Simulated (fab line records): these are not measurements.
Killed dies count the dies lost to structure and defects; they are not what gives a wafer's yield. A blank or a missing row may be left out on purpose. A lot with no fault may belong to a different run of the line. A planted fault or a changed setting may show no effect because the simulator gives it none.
Which tool was responsible?	flow nand_harc	11 lots with 33 wafers sampled at 5 steps, on a route of 1302 steps

## WHAT EACH GAUGE READ, for each wafer
NHARC_END_SORT_01.
lot	measured	on	killed_at_array	killed_at_other	killed_at_periphery	killed_dies	killed_open	killed_short
L128	day 29 17:29	prober-02	30 49 46	0 1 0	1 1 1	31 51 47	5 1 4	2 1 0

## EACH LOT AND THE TOOL THAT RAN IT (in order: tool; ch and the chambers of the sampled wafers; start)
lot	NHARC_A_STAIRCASE_TRIM_191	NHARC_A_STAIRCASE_TRIM_196	NHARC_A_STAIRCASE_TRIM_198	NHARC_A_STAIRCASE_ETCH_203
L116	rie_diel-05 ch 0,3, day 15 16:47 or earlier	rie_diel-04 ch 0,2,3, day 15 16:47	rie_diel-04 ch 2,3, day 15 17:02	rie_diel-04 ch 0,3, no start
L115	rie_diel-05 ch 0,1, day 16 16:11 or earlier	rie_diel-05 ch 1,2, day 16 16:11	rie_diel-05 ch 0,2, day 16 16:28	rie_diel-05 ch 1,2,3, no start
L118	rie_diel-05 ch 0,1,3, day 16 22:35 or earlier	rie_diel-05 ch 1,2,3, day 16 22:35	rie_diel-05 ch 0,1,3, day 16 22:52	rie_diel-05 ch 0,1,2, no start
L117	rie_diel-05 ch 1,2,3, day 16 22:57 or earlier	rie_diel-04 ch 0,1,3, day 16 22:57	rie_diel-04 ch 0,1,2, day 16 23:14	rie_diel-04 ch 0,1,2, no start
L119	rie_diel-04 ch 0,3, day 17 13:29 or earlier	rie_diel-04 ch 2,3, day 17 13:29	rie_diel-04 ch 2,3, day 17 13:46	rie_diel-04 ch 0,3, no start
L125	rie_diel-02 ch 0,2, day 20 14:08 or earlier	rie_diel-02 ch 0,2, day 20 14:08	rie_diel-02 ch 0,2, day 20 14:31	rie_diel-02 ch 0,2, no start
L126	rie_diel-02 ch 0,2, day 20 18:23 or earlier	rie_diel-04 ch 0,1, day 20 18:23	rie_diel-04 ch 1,3, day 20 18:41	rie_diel-04 ch 2,3, no start
L127	rie_diel-05 ch 0,3, day 20 19:10 or earlier	rie_diel-05 ch 0,1,2, day 20 19:10	rie_diel-05 ch 0,1,2, day 20 19:25	rie_diel-05 ch 0,2,3, no start
L128	rie_diel-04 ch 1,3, day 20 22:05 or earlier	rie_diel-04 ch 0,1, day 20 22:05	rie_diel-04 ch 0,2, day 20 22:23	rie_diel-04 ch 1,2, day 29 17:29 or earlier
L135	rie_diel-02 ch 2,3, day 24 17:49 or earlier	rie_diel-04 ch 0,2,3, day 24 17:49	rie_diel-04 ch 1,3, day 24 18:06	rie_diel-04 ch 0,1,2, no start
L138	rie_diel-02 ch 0,1,2, day 25 14:53 or earlier	rie_diel-04 ch 1,2,3, day 25 14:53	rie_diel-04 ch 2,3, day 25 15:08	rie_diel-04 ch 1,2,3, no start
- NHARC_A_STAIRCASE_TRIM_191: chemistry O2, time 211.2 s.
- NHARC_A_STAIRCASE_TRIM_196: chemistry O2, time 211.2 s.
- NHARC_A_STAIRCASE_TRIM_198: chemistry O2, time 211.2 s.
- NHARC_A_STAIRCASE_ETCH_203: etches the open film in C4F8/O2, target depth 100 nm, time 40.5 s.

## WHAT THE TOOLS THEMSELVES READ (means of the sampled wafers that have a number; where no wafer has one, the mark that the record gives instead)
NHARC_A_STAIRCASE_TRIM_191.
lot	tool	drypump_motor_current_A (A)	o2_flow_sccm (sccm)	oes_product_au (a.u.)	rf_vpp_V (V)	run_length_s (s)	showerhead_plenum_p_Torr (Torr)	throttle_valve_pct (%)
L116	rie_diel-05	5.7	500.8	1.000	57.0	232.7	3.48	17.030
L115	rie_diel-05	5.2	500.1	1.008	58.0	232.5	3.59	17.040
L118	rie_diel-05	5.3	500.2	1.011	57.4	232.7	3.51	17.032
L117	rie_diel-05	5.3	500.2	1.001	57.8	232.9	3.49	17.040
L119	rie_diel-04	6.0	499.0	1.001	57.3	232.5	3.51	17.037
L125	rie_diel-02	5.3	499.1	0.995	58.4	232.1	3.45	17.026
L126	rie_diel-02	5.5	499.4	0.996	58.1	232.4	3.50	17.038
L127	rie_diel-05	5.7	500.3	1.001	57.9	232.6	3.47	17.030
L128	rie_diel-04	6.0	500.8	0.997	57.7	232.1	3.49	17.030
L135	rie_diel-02	5.6	500.1	1.008	57.2	233.2	3.37	17.035
L138	rie_diel-02	5.5	499.1	1.004	57.3	232.4	3.56	17.024

NHARC_A_STAIRCASE_TRIM_196.
lot	tool	drypump_motor_current_A (A)	o2_flow_sccm (sccm)	oes_product_au (a.u.)	rf_vpp_V (V)	run_length_s (s)	showerhead_plenum_p_Torr (Torr)	throttle_valve_pct (%)
L116	rie_diel-04	5.6	500.0	0.995	57.1	232.3	3.45	17.043
L115	rie_diel-05	5.3	500.2	1.006	57.9	232.3	3.57	17.039
L118	rie_diel-05	5.3	500.3	0.997	57.7	232.7	3.49	17.027
L117	rie_diel-04	5.9	499.9	0.997	57.8	232.5	3.49	17.052
L119	rie_diel-04	5.5	500.4	1.003	57.4	231.8	3.42	17.039
L125	rie_diel-02	5.6	499.7	0.995	57.6	232.1	3.50	17.044
L126	rie_diel-04	5.7	499.0	1.000	57.8	232.7	3.41	17.032
L127	rie_diel-05	5.7	500.2	0.998	57.9	232.5	3.52	17.041
L128	rie_diel-04	5.8	500.1	1.007	57.2	232.4	3.43	17.036
L135	rie_diel-04	5.6	501.0	1.006	58.2	232.3	3.41	17.044
L138	rie_diel-04	5.7	499.3	1.005	57.9	232.2	3.43	17.039

NHARC_A_STAIRCASE_TRIM_198.
lot	tool	drypump_motor_current_A (A)	o2_flow_sccm (sccm)	oes_product_au (a.u.)	rf_vpp_V (V)	run_length_s (s)	showerhead_plenum_p_Torr (Torr)	throttle_valve_pct (%)
L116	rie_diel-04	5.4	500.2	0.995	57.7	232.0	3.43	17.034
L115	rie_diel-05	6.2	499.2	1.002	57.6	232.8	3.51	17.033
L118	rie_diel-05	5.3	498.9	1.013	56.7	232.4	3.51	17.042
L117	rie_diel-04	5.6	499.4	1.000	57.6	232.2	3.41	17.041
L119	rie_diel-04	5.8	499.6	0.999	57.6	232.2	3.50	17.042
L125	rie_diel-02	5.3	501.4	1.000	57.1	232.0	3.45	17.048
L126	rie_diel-04	6.0	500.3	0.993	58.0	232.2	3.52	17.038
L127	rie_diel-05	5.7	500.8	0.994	58.1	232.5	3.52	17.026
L128	rie_diel-04	5.3	499.4	0.994	58.1	232.8	3.35	17.040
L135	rie_diel-04	6.1	500.7	1.002	57.0	236.8	3.51	17.036
L138	rie_diel-04	5.8	498.8	1.004	58.3	234.5	3.47	17.035

NHARC_A_STAIRCASE_ETCH_203.
lot	tool	bias_w (W)	oes_product_au (a.u.)	rf_vpp_V (V)
L116	rie_diel-04	998	0.939	893
L115	rie_diel-05	997	0.950	895
L118	rie_diel-05	998	0.947	896
L117	rie_diel-04	998	0.945	892
L119	rie_diel-04	1001	0.938	895
L125	rie_diel-02	1001	0.937	894
L126	rie_diel-04	1000	0.943	895
L127	rie_diel-05	1001	0.939	893
L128	rie_diel-04	1000	0.947	892
L135	rie_diel-04	1000	0.943	890
L138	rie_diel-04	997	0.931	892

## THE ANSWER, worked out from the rows above alone
Rule: the lots themselves supply what counts as usual. The widest of any qualifying gaps counts: lots, ordered by their means at a reading, are off when they make up no more than a third of the lots, leave a main group of 4 or more, and stand apart from it by 3 or more times the standard deviation of that group's means. A main group whose means are all the same, to the digits that the tables above print for the reading, isn't used. Also off: a lot with no number at a reading for which 4 or more lots have one. The other lots that the step has rows for count as sound. First the gauges in route order, then the tools' own readings, where a lot's mean is used as printed above. At the first step where some lot is off, the reading lying furthest off is the one used; lots without a number count as furthest.
Off at NHARC_A_STAIRCASE_TRIM_198 (run_length_s): L135, L138. For the main group the mean is 232.3 s and the standard deviation 0.29.
If a tool, at that step or one of the process steps before it, ran each lot that is off and ran no sound lot following the first of them, it fits. NHARC_A_STAIRCASE_TRIM_191: start missing for some lots; hours and lot order therefore follow NHARC_A_STAIRCASE_TRIM_196. This does not decide it: 2 tools fit, namely rie_diel-02 at NHARC_A_STAIRCASE_TRIM_191 and rie_diel-04 at NHARC_A_STAIRCASE_TRIM_196 and NHARC_A_STAIRCASE_TRIM_198.

## WHAT HAD BEEN PUT IN BY THE SIMULATOR
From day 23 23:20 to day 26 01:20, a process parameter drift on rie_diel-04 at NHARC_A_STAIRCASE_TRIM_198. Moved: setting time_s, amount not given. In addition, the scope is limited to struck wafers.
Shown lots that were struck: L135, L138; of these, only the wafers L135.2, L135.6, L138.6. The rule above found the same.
